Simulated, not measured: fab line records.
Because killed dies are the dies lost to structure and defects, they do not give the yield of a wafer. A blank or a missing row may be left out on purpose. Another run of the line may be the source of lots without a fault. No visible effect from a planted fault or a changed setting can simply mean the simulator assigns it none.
8D (eight disciplines) problem report, filled in by code || flow n5-finfet || the parts of the form that need people (team, actions taken, sign-off) are left out

== 1. THE PROBLEM ==
At N5_BEOL_M9_COAT_59, spin-speed-rpm averages 1808.6 rpm over 6 wafers from 2 lots, while fault-free wafers read 1500.0 rpm, standard deviation 0.95. That is +99 or more standard deviations from the usual mean.
The step: time 60 s, resist thk 100 nm.
First observed at day 11 07:59: wafer L319.1, on litho-track-03. The record holds 12 wafers of 4 lots with a number at this step. The rule behind "out" and "out of limits": a value lying over 4 standard deviations away from the usual mean. All remaining wafers that have a number are taken as sound.

== 2. WHAT IT IS, WHAT IT ISN'T ==
{"question": "which readings at this step", "is": "spin-speed-rpm", "is not": "-"}
{"question": "which lots", "is": "L319, L324", "is not": "L317, L333"}
{"question": "which wafers of those lots", "is": "all that have a number", "is not": "-"}
{"question": "read on which tools", "is": "litho-track-03", "is not": "litho-track-01"}
{"question": "when", "is": "from day 11 07:59", "is not": "up to then (3 sound wafers); but 3 sound wafers of L333 came after"}

== 3. SUSPECTS, AND WHAT RULES EACH OUT ==
Counting: any tool at a process step up to the reading is kept as a suspect provided that every lot that is out went through it and no sound lot did after the first of them.
- litho-track-03 at N5_BEOL_M9_COAT_59 (time 60 s, resist thk 100 nm): kept. Every lot that is out went through it, starting with L319 (day 11 07:59), and after that it ran no sound lot; the last sound lot it ran before then is L317 (day 10 11:17). Its own readings are out on those wafers: spin-speed-rpm.
Left after counting: litho-track-03 at N5_BEOL_M9_COAT_59.

== 4. THE CAUSE (what the simulator had put in) ==
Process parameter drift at N5_BEOL_M9_COAT_59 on litho-track-03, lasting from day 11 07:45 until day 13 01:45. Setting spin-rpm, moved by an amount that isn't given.
This tool alone remained once counting was done.

== 5. SEQUENCE OF EFFECTS, ordered by route ==
Each row: a reading whose mean over the struck wafers that have a number lies more than 3 standard deviations from the usual. Only readings whose record carries a usual standard deviation are examined. hours: median over the lots of the time between each lot's start at the first step of this table that gives one and its start at this step. sigmas: the change, counted in usual standard deviations.
{"hours": 0, "step": "N5_BEOL_M9_COAT_59", "reading": "spin-speed-rpm", "usual": "1500.0 rpm", "on struck wafers": 1808.6, "change": "+308.6", "sigmas": "+99 or more"}
The process steps in it:
- N5_BEOL_M9_COAT_59: time 60 s, resist thk 100 nm.

== 6. WHAT WOULD HAVE CAUGHT IT SOONER ==
In this record the first reading out of limits was taken at day 11 07:59, 0 hours after the fault began at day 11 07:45.
